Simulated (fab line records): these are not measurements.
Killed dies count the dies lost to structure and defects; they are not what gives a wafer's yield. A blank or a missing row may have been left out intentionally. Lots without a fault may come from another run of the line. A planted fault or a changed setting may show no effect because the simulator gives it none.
fab line records    flow nand-harc
record: lots: 6  wafers: 18  last-day: 32
route steps=1302 shown A_BONDPAD@1207 HYBRID_BOND@1237 THIN_TSV@1244 END@1302
lots that met no fault: from a run of the same line without faults
start-h: start of the lot's first displayed wafer, in hours after the record's first day    wait-h: hours since the lot's step before    " as in the row above    L1.1+2: a single row standing in for several wafers    - either no value or no given start    * or withheld: withheld    < > ~ a bound
route shown NAME@n: names a module that has steps shown in the file, with the first one's number in the route    usual: mean/standard deviation taken from wafers without a fault    same: alike in all rows    chamber/n: place in a boat    sites: per-site readings    _std_site: the standard deviation of these    _edge_site: mean of outer sites minus mean of inner sites    radius-mm: for every site, how far away it sits from the centre of the wafer    mask NAME#n: copy n    behind: the last tool/chamber to shape the wafer    hold: reason for holding the lot/hours on hold/outcome of the hold    device: which transistor (n, p or np) failed to switch    end of line: tests run on the same wafers once the route is complete    a step with no rows: only its recipe    killed: at the first sort, the dies lost to defects and structure; wafer yield is something else    map: a wafer's dies, x killed, . not, _ none there
set.NAME: setting as actually run; set.NAME@STEP: the setting as run at that earlier step    model.NAME: the simulator's own value behind a step, which no gauge read
certain route steps with their lots: each step a table, each wafer a row
services: when a tool's chamber went out of use (start-h, in hours from the record's first day, below 0 if earlier), for how many hours, and the reason
== steps ==
step: NHARC_A_BONDPAD_HMDS_02
recipe: time-s: 30
step: NHARC_A_BONDPAD_COAT_33
recipe: temp-c: 200  time-s: 65
step: NHARC_A_BONDPAD_COAT_03
recipe: spin-rpm: 2000  resist-thk-nm: 600
step: NHARC_A_BONDPAD_SOFTBAKE_04
recipe: temp-c: 125  time-s: 70
step: NHARC_A_BONDPAD_EBR_05
step: NHARC_A_BONDPAD_EXPOSE_06
recipe: na: 0.55  dose-mj: 36.99  mask-id: A_BPAD
step: NHARC_A_BONDPAD_PEB_07
recipe: peb-temp-c: 128  peb-time-s: 80
step: NHARC_A_BONDPAD_DEVELOP_08
recipe: time-s: 50  dev-temp-c: 22
step: NHARC_A_BONDPAD_CD_MEAS_09
recipe: target-cd-nm: 500  landing-energy-ev: 500
usual: cd-nm: 500.1/2
lot.wafer  tool       chamber  start-h  wait-h  cd-nm
L271.1     cd-sem-01  0        515.96   -       502.7
L271.2     "          0        "        "       501.1
L271.4     "          0        "        "       500.8
L274.2     cd-sem-02  0        532.64   -       498.2
L274.3     "          0        "        "       500.6
L274.5     "          0        "        "       499.9
L273.1     cd-sem-01  0        561.55   -       497.2
L273.2     "          0        "        "       498.6
L273.6     "          0        "        "       497.7
L286.1     cd-sem-02  0        648.32   -       500.8
L286.2     "          0        "        "       500.0
L286.5     "          0        "        "       500.3
L290.1     cd-sem-02  0        709.27   -       498.8
L290.2     "          0        "        "       501.2
L290.3     "          0        "        "       498.9
L292.3     cd-sem-01  0        725.56   -       502.5
L292.5     "          0        "        "       501.1
L292.6     "          0        "        "       502.1
step: NHARC_A_BONDPAD_OVL_MEAS_35
usual: overlay-x-nm: -1/5.4  overlay-y-nm: 2/5.4
lot.wafer  tool        chamber  start-h  wait-h  overlay-x-nm  overlay-y-nm
L271.1     overlay-02  -        516.05   -       -2            5
L271.2     "           -        "        "       -2            6
L271.4     "           -        "        "       -2            5
L274.2     overlay-01  -        532.73   -       3             10
L274.3     "           -        "        "       2             10
L274.5     "           -        "        "       2             9
L273.1     overlay-01  -        561.64   -       3             1
L273.2     "           -        "        "       3             1
L273.6     "           -        "        "       4             2
L286.1     overlay-01  -        648.41   -       0             0
L286.2     "           -        "        "       0             0
L286.5     "           -        "        "       1             0
L290.1     overlay-01  -        709.36   -       9             16
L290.2     "           -        "        "       9             16
L290.3     "           -        "        "       9             16
L292.3     overlay-02  -        725.64   -       5             -9
L292.5     "           -        "        "       4             -9
L292.6     "           -        "        "       4             -9
step: NHARC_A_BONDPAD_HARDBAKE_10
recipe: temp-c: 118  time-s: 65
step: NHARC_A_BONDPAD_DESCUM_11
recipe: time-s: 3  o2-flow-sccm: 200  ar-flow-sccm: 0  bias-power-w: 0  chemistry: O2
step: NHARC_A_BONDPAD_ETCH_34
recipe: target-depth-a: 600  overetch-a: 180  time-s: 65.91  ion-energy-ev: 200  n2-flow-sccm: 150  h2-flow-sccm: 150  ar-flow-sccm: 0  rf-w: 400  bias-w: 150  chemistry: N2/H2
usual: drypump-motor-current-A: 5.8/0.41  oes-product-au: 0.999/0.0086  rf-vpp-V: 428.7/2.2  showerhead-plenum-p-Torr: 1.97/0.075  throttle-valve-pct: 14.171/0.0098
lot.wafer  tool         chamber  start-h  wait-h  drypump-motor-current-A  oes-product-au  rf-hours-counter-h  rf-vpp-V  showerhead-plenum-p-Torr  throttle-valve-pct
L271.1     rie-diel-13  0        516.26   0.1     5.8                      1.008           0                   428.8     1.95                      14.169
L271.2     "            2        "        "       6.2                      0.994           0                   431.7     2.11                      14.162
L271.4     "            3        "        "       5.2                      0.991           0                   428.9     1.94                      14.179
L274.3     rie-diel-13  1        532.94   0.1     6.3                      1.005           1                   427.6     1.92                      14.154
L274.2     "            3        "        "       5.2                      1.006           1                   428.6     1.94                      14.175
L274.5     "            1        "        "       6.3                      1.016           -                   428.0     1.92                      14.174
L273.2     rie-diel-13  1        561.86   0.1     6.3                      0.991           2                   427.3     1.92                      14.162
L273.1     "            2        "        "       6.1                      0.989           2                   432.0     2.11                      14.175
L273.6     "            0        "        "       5.8                      0.997           -                   428.7     1.95                      14.160
L286.1     rie-diel-13  1        648.62   0.1     6.3                      0.991           5                   427.0     1.92                      14.174
L286.2     "            0        "        "       5.8                      1.001           5                   427.0     1.94                      14.171
L286.5     "            1        "        "       6.3                      0.997           -                   429.4     1.92                      14.153
L290.3     rie-diel-13  1        709.57   0.1     6.3                      0.994           0                   429.2     1.92                      14.177
L290.1     "            2        "        "       6.1                      1.013           0                   432.4     2.10                      14.175
L290.2     "            3        "        "       5.2                      0.995           0                   427.5     1.94                      14.167
L292.3     rie-diel-13  3        725.92   0.1     5.2                      1.002           1                   428.2     1.94                      14.161
L292.6     "            1        "        "       6.3                      0.994           -                   426.4     1.92                      14.171
L292.5     "            2        "        "       6.2                      0.998           -                   432.6     2.10                      14.176
step: NHARC_A_BONDPAD_ETCH_12
recipe: target-depth-a: 2200  time-s: 110  chf3-flow-sccm: 50  o2-flow-sccm: 10  ar-flow-sccm: 200  rf-w: 500  bias-w: 200  chemistry: CHF3/O2
usual: drypump-motor-current-A: 5.9/0.41  oes-product-au: 0.942/0.021  rf-vpp-V: 368.9/2  showerhead-plenum-p-Torr: 2.33/0.082  throttle-valve-pct: 20.573/0.01
lot.wafer  tool         chamber  start-h  wait-h  drypump-motor-current-A  oes-product-au  rf-hours-counter-h  rf-vpp-V  showerhead-plenum-p-Torr  throttle-valve-pct
L271.2     rie-diel-13  2        -        -       6.2                      0.953           0                   373.6     2.47                      20.561
L271.1     "            0        "        "       5.8                      0.982           0                   368.2     2.30                      20.571
L271.4     "            1        "        "       6.3                      0.976           0                   367.0     2.27                      20.574
L274.2     rie-diel-13  2        -        -       6.2                      0.942           1                   372.7     2.47                      20.561
L274.3     "            3        "        "       5.2                      0.956           1                   368.5     2.29                      20.576
L274.5     "            1        "        "       6.3                      0.949           -                   367.5     2.27                      20.556
L273.1     rie-diel-13  3        -        -       5.2                      0.922           2                   368.1     2.29                      20.585
L273.2     "            1        "        "       6.3                      0.928           2                   368.0     2.27                      20.577
L273.6     "            3        "        "       5.2                      0.912           -                   369.0     2.29                      20.565
L286.2     rie-diel-13  1        -        -       6.3                      0.953           5                   366.5     2.27                      20.562
L286.1     "            2        "        "       6.1                      0.946           5                   372.5     2.47                      20.567
L286.5     "            1        "        "       6.3                      0.960           -                   368.5     2.27                      20.561
L290.1     rie-diel-13  0        -        -       5.8                      0.948           0                   367.8     2.30                      20.562
L290.2     "            1        "        "       6.3                      0.946           0                   367.2     2.27                      20.574
L290.3     "            2        "        "       6.2                      0.947           0                   373.7     2.47                      20.573
L292.3     rie-diel-13  3        -        -       5.2                      0.950           1                   367.3     2.29                      20.573
L292.6     "            2        "        "       6.2                      0.957           -                   372.5     2.47                      20.576
L292.5     "            3        "        "       5.2                      0.946           -                   368.0     2.29                      20.586
step: NHARC_A_BONDPAD_CD_MEAS_13
usual: cd-nm: 499.3/2.3
lot.wafer  tool       chamber  start-h  wait-h  cd-nm
L271.1     cd-sem-03  -        516.49   -       502.9
L271.2     "          -        "        "       500.7
L271.4     "          -        "        "       499.6
L274.2     cd-sem-03  -        533.17   -       497.3
L274.3     "          -        "        "       500.6
L274.5     "          -        "        "       497.3
L273.1     cd-sem-02  -        562.08   -       494.6
L273.2     "          -        "        "       497.1
L273.6     "          -        "        "       496.4
L286.1     cd-sem-03  -        648.85   -       500.1
L286.2     "          -        "        "       498.9
L286.5     "          -        "        "       498.6
L290.1     cd-sem-02  -        709.79   -       498.1
L290.2     "          -        "        "       501.6
L290.3     "          -        "        "       498.0
L292.3     cd-sem-02  -        726.14   -       501.4
L292.5     "          -        "        "       499.4
L292.6     "          -        "        "       500.8
step: NHARC_A_BONDPAD_STRIP_15
recipe: o2-flow-sccm: 500  ar-flow-sccm: 0  bias-w: 0  chemistry: O2
step: NHARC_A_BONDPAD_ETCH_24
recipe: target-depth-a: 300  over-etch-frac: 0.3  time-s: 72.99  ion-energy-ev: 150  cf4-flow-sccm: 50  n2-flow-sccm: 100  ar-flow-sccm: 150  rf-w: 300  bias-w: 100  chemistry: CF4/N2
step: NHARC_A_BONDPAD_STRIP_16
recipe: time-s: 600  temp-c: 30  chemistry: post-etch-residue-remover
step: NHARC_A_BONDPAD_DEGAS_25
recipe: temp-c: 300  time-s: 60
step: NHARC_A_BONDPAD_PRE_CLEAN_26
recipe: time-s: 30  temp-c: 280  gas: H2/He
usual: heater-power-w: 398/46  susceptor-temp-C: 280.03/0.19
lot.wafer  tool            chamber  start-h  wait-h  heater-power-w  susceptor-temp-C
L271.2     pvd-sputter-02  -        -        -       373             280.05
L271.4     "               -        "        "       472             279.92
L271.1     "               -        "        "       362             279.81
L274.3     pvd-sputter-02  -        -        -       462             280.04
L274.2     "               -        "        "       376             280.05
L274.5     "               -        "        "       465             279.98
L273.1     pvd-sputter-02  -        -        -       474             280.18
L273.2     "               -        "        "       366             279.64
L273.6     "               -        "        "       369             280.14
L286.2     pvd-sputter-03  -        -        -       429             -
L286.1     "               -        "        "       375             -
L286.5     "               -        "        "       372             -
L290.2     pvd-sputter-02  -        -        -       482             -
L290.3     "               -        "        "       465             -
L290.1     "               -        "        "       383             -
L292.3     pvd-sputter-02  -        -        -       365             280.20
L292.5     "               -        "        "       376             280.17
L292.6     "               -        "        "       476             280.34
step: NHARC_A_BONDPAD_PVD_17
recipe: target-thk-a: 50  bias-v: 168.6  power-w: 15000  chamber-pressure-pa: 0.12  time-s: 8.06  substrate-temp-c: 50  material: TaN
usual: throttle-valve-pct: 30.4/0.96
lot.wafer  tool            chamber  start-h  wait-h  throttle-valve-pct
L271.2     pvd-sputter-02  -        -        -       29.5
L271.1     "               -        "        "       29.2
L271.4     "               -        "        "       30.6
L274.2     pvd-sputter-02  -        -        -       29.5
L274.3     "               -        "        "       29.6
L274.5     "               -        "        "       31.0
L273.2     pvd-sputter-02  -        -        -       29.3
L273.1     "               -        "        "       30.8
L273.6     "               -        "        "       29.2
L286.2     pvd-sputter-03  -        -        -       29.1
L286.1     "               -        "        "       31.3
L286.5     "               -        "        "       29.3
L290.2     pvd-sputter-02  -        -        -       30.9
L290.1     "               -        "        "       30.1
L290.3     "               -        "        "       30.0
L292.3     pvd-sputter-02  -        -        -       31.1
L292.5     "               -        "        "       29.7
L292.6     "               -        "        "       31.0
step: NHARC_A_BONDPAD_PVD_27
recipe: target-thk-a: 300  chamber-pressure-pa: 5  power-w: 5000  substrate-temp-c: 30  time-s: 20.49  material: Cu
usual: throttle-valve-pct: 30.4/0.98
lot.wafer  tool            chamber  start-h  wait-h  throttle-valve-pct
L271.4     pvd-sputter-02  -        -        -       29.7
L271.2     "               -        "        "       29.6
L271.1     "               -        "        "       29.2
L274.3     pvd-sputter-02  -        -        -       31.1
L274.2     "               -        "        "       29.2
L274.5     "               -        "        "       30.8
L273.2     pvd-sputter-02  -        -        -       31.0
L273.1     "               -        "        "       29.6
L273.6     "               -        "        "       30.6
L286.1     pvd-sputter-03  -        -        -       31.0
L286.2     "               -        "        "       31.6
L286.5     "               -        "        "       30.7
L290.3     pvd-sputter-02  -        -        -       30.0
L290.2     "               -        "        "       31.0
L290.1     "               -        "        "       30.1
L292.3     pvd-sputter-02  -        -        -       30.5
L292.6     "               -        "        "       29.6
L292.5     "               -        "        "       31.2
step: NHARC_A_BONDPAD_ECD_18
recipe: target-thk-a: 4000  bath-temp-c: 25  material: Cu
step: NHARC_A_BONDPAD_ANNEAL_28
recipe: temp-c: 225  time-s: 90
step: NHARC_A_BONDPAD_CMP_19
recipe: t-overpolish-s: 30  cu-recess-touch-s: 16  target-thk-nm: 169.82
step: NHARC_A_BONDPAD_THK_MEAS_20
recipe: thk-meas-gauge: xrf
usual: thk-nm: 169.1/1.5
lot.wafer  tool           chamber  start-h  wait-h  thk-nm
L271.1     film-metro-01  -        518.54   -       171.1
L271.2     "              -        "        "       168.8
L271.4     "              -        "        "       171.2
L274.2     film-metro-02  -        535.20   -       170.4
L274.3     "              -        "        "       169.2
L274.5     "              -        "        "       168.7
L273.1     film-metro-01  -        564.11   -       167.1
L273.2     "              -        "        "       168.9
L273.6     "              -        "        "       171.4
L286.1     film-metro-02  -        650.87   -       167.2
L286.2     "              -        "        "       169.8
L286.5     "              -        "        "       169.2
L290.1     film-metro-01  -        711.82   -       168.9
L290.2     "              -        "        "       165.0
L290.3     "              -        "        "       169.3
L292.3     film-metro-02  -        728.17   -       168.3
L292.5     "              -        "        "       166.5
L292.6     "              -        "        "       167.9
step: NHARC_A_BONDPAD_SRD_21
recipe: time-s: 30  temp-c: 23  dry-time-s: 20  spin-rpm: 1500
step: NHARC_HYBRID_BOND_ACTIVATE_00
recipe: time-s: 60  n2-flow-sccm: 200  ar-flow-sccm: 0  bias-power-w: 0  chemistry: N2
usual: drypump-motor-current-A: 6.0/0.58  oes-product-au: 0.995/0.011  rf-vpp-V: 64.3/0.82  showerhead-plenum-p-Torr: 1.79/0.066
lot.wafer  tool         chamber  start-h  wait-h  drypump-motor-current-A  oes-product-au  rf-hours-counter-h  rf-vpp-V  showerhead-plenum-p-Torr
L271.2     rie-diel-09  3        518.85   0.1     6.8                      1.013           3                   63.8      1.75
L271.4     "            0        "        "       6.1                      1.002           4                   64.5      1.80
L271.1     "            1        "        "       6.2                      0.983           4                   64.1      1.85
L274.2     rie-diel-08  3        535.49   0.1     5.8                      1.005           3                   63.8      1.69
L274.3     "            3        "        "       5.8                      1.015           -                   63.5      1.69
L274.5     "            3        "        "       5.8                      1.003           -                   64.2      1.69
L273.1     rie-diel-09  0        564.38   0.1     6.1                      0.991           8                   64.5      1.80
L273.2     "            3        "        "       6.8                      1.000           7                   65.6      1.75
L273.6     "            0        "        "       6.1                      0.999           -                   64.2      1.79
L286.2     rie-diel-08  0        651.15   0.1     5.0                      1.004           36                  63.4      1.78
L286.1     "            1        "        "       5.6                      1.001           42                  62.5      1.69
L286.5     "            3        "        "       5.8                      1.009           -                   63.5      1.67
L290.1     rie-diel-07  1        712.11   0.1     5.7                      0.994           26                  66.3      1.87
L290.2     "            3        "        "       4.6                      1.011           32                  62.7      1.66
L290.3     "            0        "        "       4.8                      0.997           31                  64.4      1.80
L292.3     rie-diel-08  3        728.47   0.1     5.8                      1.009           5                   62.9      1.67
L292.6     "            0        "        "       4.9                      1.017           -                   64.4      1.77
L292.5     "            1        "        "       5.6                      1.007           -                   64.9      1.69
step: NHARC_HYBRID_BOND_PRECLEAN_01
recipe: time-s: 300  temp-c: 23  chemistry: DIW
step: NHARC_HYBRID_BOND_SRD_02
recipe: time-s: 30  temp-c: 23  dry-time-s: 20  spin-rpm: 1500
step: NHARC_HYBRID_BOND_BOND_03
recipe: temp-c: 25
step: NHARC_HYBRID_BOND_ANNEAL_04
recipe: temp-c: 300  time-s: 7200  ramp-up-c-per-min: 5  ramp-down-c-per-min: 3  idle-temp-c: 100  pressure-atm: 1
step: NHARC_HYBRID_BOND_OVL_MEAS_05
usual: overlay-x-nm: -1/33  overlay-y-nm: -1/34
lot.wafer  tool        chamber  start-h  wait-h  overlay-x-nm  overlay-y-nm
L271.1     overlay-01  -        528.25   0.4     14            -47
L271.2     "           -        "        "       27            -6
L271.4     "           -        "        "       22            27
L274.2     overlay-02  -        545.06   0.4     -32           -43
L274.3     "           -        "        "       31            -35
L274.5     "           -        "        "       23            -2
L273.1     overlay-01  -        574.50   0.4     31            4
L273.2     "           -        "        "       -24           -62
L273.6     "           -        "        "       -75           -5
L286.1     overlay-01  -        661.48   0.4     -9            5
L286.2     "           -        "        "       -62           33
L286.5     "           -        "        "       -28           -20
L290.1     overlay-02  -        721.77   0.4     13            -81
L290.2     "           -        "        "       -12           29
L290.3     "           -        "        "       30            -4
L292.3     overlay-02  -        738.22   0.4     -80           27
L292.5     "           -        "        "       -49           -36
L292.6     "           -        "        "       2             10
step: NHARC_THIN_TSV_GRIND_00
recipe: target-thk-um: 6
step: NHARC_THIN_TSV_CMP_01
recipe: target-thk-um: 3
step: NHARC_THIN_TSV_THK_MEAS_02
recipe: thk-meas-gauge: ir
usual: thk-nm: 2932/240
lot.wafer  tool           chamber  start-h  wait-h  thk-nm
L271.1     film-metro-01  -        552.11   -       3123
L271.2     "              -        "        "       2977
L271.4     "              -        "        "       2946
L274.2     film-metro-01  -        554.54   -       2947
L274.3     "              -        "        "       2984
L274.5     "              -        "        "       2991
L273.1     film-metro-01  -        576.21   -       2833
L273.2     "              -        "        "       2869
L273.6     "              -        "        "       2674
L286.1     film-metro-02  -        663.18   -       2909
L286.2     "              -        "        "       2950
L286.5     "              -        "        "       2702
L290.1     film-metro-01  -        723.48   -       2725
L290.2     "              -        "        "       3012
L290.3     "              -        "        "       2746
L292.3     film-metro-02  -        739.91   -       3222
L292.5     "              -        "        "       3011
L292.6     "              -        "        "       3274
step: NHARC_THIN_TSV_SRD_03
step: NHARC_THIN_TSV_PRECLEAN_41
recipe: time-s: *  temp-c: 50  bath-age-min: 0  chemistry: SC1
step: NHARC_END_SORT_01
recipe: temp-c: 25
usual: defect-limited-yield: 90.1/2.5  killed-at-array: 62/18  killed-at-other: 0.9/1.2  killed-at-periphery: 4.2/2.9  killed-dies: 67/17  killed-open: 3.6/1.9  killed-short: 2.5/1.6
same: gross-dies: 677
lot.wafer  tool       chamber  start-h  wait-h  defect-limited-yield[%]  killed-at-array  killed-at-other  killed-at-periphery  killed-dies  killed-open  killed-short
L274.2     prober-01  0        602.61   2.8     88.5                     73               0                5                    78           3            1
L274.3     prober-01  0        603.42   3.1     80.5                     127              0                5                    132          3            5
L274.5     prober-01  0        605.03   3.7     77.1                     149              1                5                    155          6            2
L271.1     prober-02  0        609.35   2.5     92.6                     47               0                3                    50           2            4
L271.2     prober-02  0        610.13   2.8     91.6                     49               0                8                    57           5            2
L271.4     prober-02  0        611.70   3.4     90.5                     57               0                7                    64           3            4
L273.1     prober-02  0        617.11   2.5     89.5                     60               1                10                   71           7            0
L273.2     prober-02  0        617.89   2.8     78.0                     142              0                7                    149          4            0
L273.6     prober-02  0        621.05   3.9     87.3                     79               0                7                    86           1            0
L290.1     prober-01  0        739.47   2.5     87.3                     84               0                2                    86           3            2
L290.2     prober-01  0        740.26   2.8     86.0                     91               2                2                    95           3            6
L290.3     prober-01  0        741.05   3.1     83.8                     106              3                1                    110          5            3
L292.3     prober-01  0        755.49   3.1     92.6                     45               0                5                    50           7            5
L292.5     prober-01  0        757.07   3.7     91.4                     53               2                3                    58           4            1
L292.6     prober-01  0        757.86   4.0     94.5                     35               0                2                    37           4            4
killed by level:class
L274.2 A_CHANNEL_HOLE_D1:chamber-film-flake=32 A_CHANNEL_HOLE_D2:chamber-film-flake=27 A_STAIRCASE:chamber-film-flake=6 P_STI:chamber-film-flake=3 A_SGD_CUT:chamber-film-flake=2 A_CONTACT:chamber-film-flake=2 P_M0:geometric-particle:open=1 P_M2:geometric-particle:open=1
L274.3 A_BONDPAD:unspecified=65 A_CHANNEL_HOLE_D1:chamber-film-flake=26 A_CHANNEL_HOLE_D2:chamber-film-flake=21 A_STAIRCASE:chamber-film-flake=4 P_STI:chamber-film-flake=2 A_CONTACT:chamber-film-flake=2 P_STI:geometric-particle:short=1 P_M2:geometric-particle:open=1
L274.5 A_BONDPAD:unspecified=67 A_CHANNEL_HOLE_D1:chamber-film-flake=34 A_CHANNEL_HOLE_D2:chamber-film-flake=29 A_STAIRCASE:chamber-film-flake=7 P_GATE:chamber-film-flake=2 A_WL_FILL:chamber-film-flake=2 P_M0:geometric-particle:open=1 P_BONDPAD:geometric-particle:open=1
L271.1 A_CHANNEL_HOLE_D2:chamber-film-flake=26 A_STAIRCASE:chamber-film-flake=8 P_M0:chamber-film-flake=2 A_CHANNEL_HOLE_D1:chamber-film-flake=2 A_DECK1_JOINT:chamber-film-flake=2 A_CONTACT:chamber-film-flake=2 A_ONON_D1:geometric-particle:short=1 A_CHANNEL_FILL_D1:geometric-particle:open=1
L271.2 A_CHANNEL_HOLE_D2:chamber-film-flake=29 A_STAIRCASE:chamber-film-flake=9 P_BONDPAD:chamber-film-flake=3 P_M0:geometric-particle:open=2 A_CHANNEL_FILL_D1:geometric-particle:short=2 P_ZERO_WELL:chamber-film-flake=2 A_CHANNEL_HOLE_D1:chamber-film-flake=2 A_CONTACT:chamber-film-flake=2
L271.4 A_CHANNEL_HOLE_D2:chamber-film-flake=35 A_STAIRCASE:chamber-film-flake=8 A_CONTACT:chamber-film-flake=5 P_CONTACT:geometric-particle:open=2 P_STI:chamber-film-flake=2 A_CHANNEL_FILL_D1:chamber-film-flake=2 A_CHANNEL_HOLE_D1:geometric-particle:open=1 A_CHANNEL_HOLE_D1:geometric-particle:short=1
L273.1 A_CHANNEL_HOLE_D1:chamber-film-flake=26 A_CHANNEL_HOLE_D2:chamber-film-flake=21 A_CONTACT:chamber-film-flake=6 P_CONTACT:chamber-film-flake=4 A_WL_FILL:chamber-film-flake=3 P_M1:geometric-particle:open=2 P_M2:chamber-film-flake=2 P_CONTACT:geometric-particle:open=1
L273.2 A_BONDPAD:unspecified=69 A_CHANNEL_HOLE_D1:chamber-film-flake=40 A_CHANNEL_HOLE_D2:chamber-film-flake=21 A_WL_FILL:chamber-film-flake=4 A_CONTACT:chamber-film-flake=4 P_CONTACT:chamber-film-flake=3 P_M2:chamber-film-flake=3 P_CONTACT:geometric-particle:open=1
L273.6 A_CHANNEL_HOLE_D1:chamber-film-flake=40 A_CHANNEL_HOLE_D2:chamber-film-flake=31 P_CONTACT:chamber-film-flake=3 A_WL_FILL:chamber-film-flake=3 A_CONTACT:chamber-film-flake=3 A_CONTACT:geometric-particle:open=1 P_ZERO_WELL:chamber-film-flake=1 P_STI:chamber-film-flake=1
L290.1 A_CHANNEL_HOLE_D1:chamber-film-flake=28 A_CHANNEL_HOLE_D2:chamber-film-flake=19 A_SLIT:chamber-film-flake=17 A_STAIRCASE:chamber-film-flake=7 A_CONTACT:chamber-film-flake=4 A_CHANNEL_FILL_D1:chamber-film-flake=2 A_ONON_D1:geometric-particle:short=1 A_ONON_D1:geometric-particle:open=1
L290.2 A_SLIT:chamber-film-flake=30 A_CHANNEL_HOLE_D2:chamber-film-flake=22 A_CHANNEL_HOLE_D1:chamber-film-flake=21 A_CONTACT:chamber-film-flake=5 A_STAIRCASE:chamber-film-flake=4 A_DECK1_JOINT:chamber-film-flake=2 THIN_TSV:chamber-film-flake=2 P_GATE:geometric-particle:short=1
L290.3 A_CHANNEL_HOLE_D1:chamber-film-flake=35 A_SLIT:chamber-film-flake=27 A_CHANNEL_HOLE_D2:chamber-film-flake=25 A_STAIRCASE:chamber-film-flake=5 A_CHANNEL_FILL_D1:chamber-film-flake=3 A_CHANNEL_FILL_D2:chamber-film-flake=2 A_CONTACT:chamber-film-flake=2 THIN_TSV:chamber-film-flake=2
L292.3 A_CHANNEL_HOLE_D1:chamber-film-flake=17 A_CONTACT:chamber-film-flake=8 A_SLIT:chamber-film-flake=6 A_SGD_CUT:geometric-particle:open=2 A_BLC:geometric-particle:open=2 P_STI:chamber-film-flake=2 A_CHANNEL_HOLE_D2:chamber-film-flake=2 P_M0:geometric-particle:open=1
L292.5 A_CHANNEL_HOLE_D1:chamber-film-flake=28 A_SLIT:chamber-film-flake=10 A_CONTACT:chamber-film-flake=9 P_CONTACT:geometric-particle:open=1 A_ONON_D2:geometric-particle:open=1 A_CONTACT:geometric-particle:open=1 A_M0:geometric-particle:open=1 STARTING-WAFER:geometric-particle:short=1
L292.6 A_CHANNEL_HOLE_D1:chamber-film-flake=12 A_CONTACT:chamber-film-flake=9 A_SLIT:chamber-film-flake=6 P_M0:geometric-particle:short=1 A_ONON_D1:geometric-particle:open=1 A_CHANNEL_HOLE_D1:geometric-particle:open=1 A_ONON_D2:geometric-particle:open=1 A_ONON_D2:geometric-particle:short=1
map L273.2 (x killed, . not)
____________.____________
_________......._________
_______........x.._______
______.x.....x.....______
_____x.............._____
____........x........____
____..xx.............____
___.xxxxx.............___
___x.xxxxx............___
__..x.xxx..............__
__xxxxxxx..............__
_..x.xxxx..............._
_..xxxx................._
_.....x................._
_.....x................._
_.x...xx.......xx......._
.......x....x.....x......
..x...xx....xx.x.xx......
xx............xxxxx......
xx..x.......xxxxxx.......
xxxx.........xxxxxxx.....
_x.x........xxxxxxx....._
_xxx......x.xxxxxxxx...._
_xx..x......xxxxxxx...x._
_x.x........xxxxxx.x...._
_...........xx.xxx......_
__......xx...xx.xx.x...__
__............xxx......__
___.....x......x......___
___...........xx......___
____........x........____
____....x....x.......____
_____..............._____
______.............______
_______......x...._______
_________....x.x_________
____________.____________
map L274.5 (x killed, . not)
____________.____________
_________......._________
_______..........._______
______.........x...______
_____.......x..x...._____
____..x.x............____
____.x...............____
___x.xxx..............___
___.xxxx..............___
__.xxxxxx..............__
__xxx.xxx.......x......__
_..x.xx..x.........xx..._
_...xx.................._
_....x...x.............._
_.....xx....x..........._
_xx..x..........x....x.._
...x...........x........x
.x.xx..........xxxx.x....
xxxx.x....x.xxxxxx.......
xxxxx........xxxxxxx.....
xxxx........xxxxxxx......
_xx.x.x.....xxxxxx......_
_xx....x....xxxxxxxx...._
_xxxx......xxxxxxxxx...._
_xx....x....xxxxxxx...x._
_.x..........xxxxxxx...._
__.........x..xx.x.....__
__.........x..xxx......__
___......x............___
___...................___
____.................____
____.................____
_____....x.........._____
______..x..........______
_______..........._______
_________......._________
____________.____________
== services ==
tool            chamber  start-h  hours  kind
rie-diel-13     -        495.24   9.0    pm
pvd-sputter-03  -        502.00   10.0   pm
rie-diel-07     0        505.31   35.7   repair
rie-diel-09     2        521.95   9.6    repair
pvd-sputter-02  -        526.57   0.9    repair
rie-diel-08     0        531.37   11.6   repair
rie-diel-08     2        535.16   2.0    repair
rie-diel-07     2        584.69   5.3    repair
rie-diel-07     0        597.19   8.2    repair
rie-diel-07     -        604.30   0.7    repair
rie-diel-09     3        606.88   3.6    repair
pvd-sputter-02  -        614.00   10.0   pm
rie-diel-13     3        615.02   5.6    repair
rie-diel-07     -        625.76   9.0    pm
rie-diel-09     2        637.68   11.5   repair
rie-diel-09     -        650.18   9.0    pm
rie-diel-08     2        658.05   8.9    repair
rie-diel-13     -        672.24   9.0    pm
pvd-sputter-03  -        677.18   4.3    repair
rie-diel-08     -        698.13   9.0    pm
rie-diel-13     2        702.76   4.6    repair
rie-diel-13     1        710.52   4.5    repair
rie-diel-07     2        711.76   7.3    repair
rie-diel-07     -        724.83   1.1    repair
== key ==
first-sign: step: NHARC_END_SORT_01  reading: killed-dies  direction: up  sigmas: 4.6  usual: 67  struck: 145
effect: step: NHARC_END_SORT_01  reading: defect-limited-yield  direction: down  sigmas: 4.6  usual: 90.1  struck: 78.5
more-kills-born-at: NHARC_A_BONDPAD_ETCH_34@rie-diel-13: 201
met-at NHARC_A_BONDPAD_ETCH_34
struck-wafers L273.2,L274.3,L274.5
fault: kind: chamber-particle-source  tool: rie-diel-13  chamber: 1  onset-h: 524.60  steps: NHARC_A_BONDPAD_ETCH_34  rate-per-visit-cm2: 0.43265  end-h: 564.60
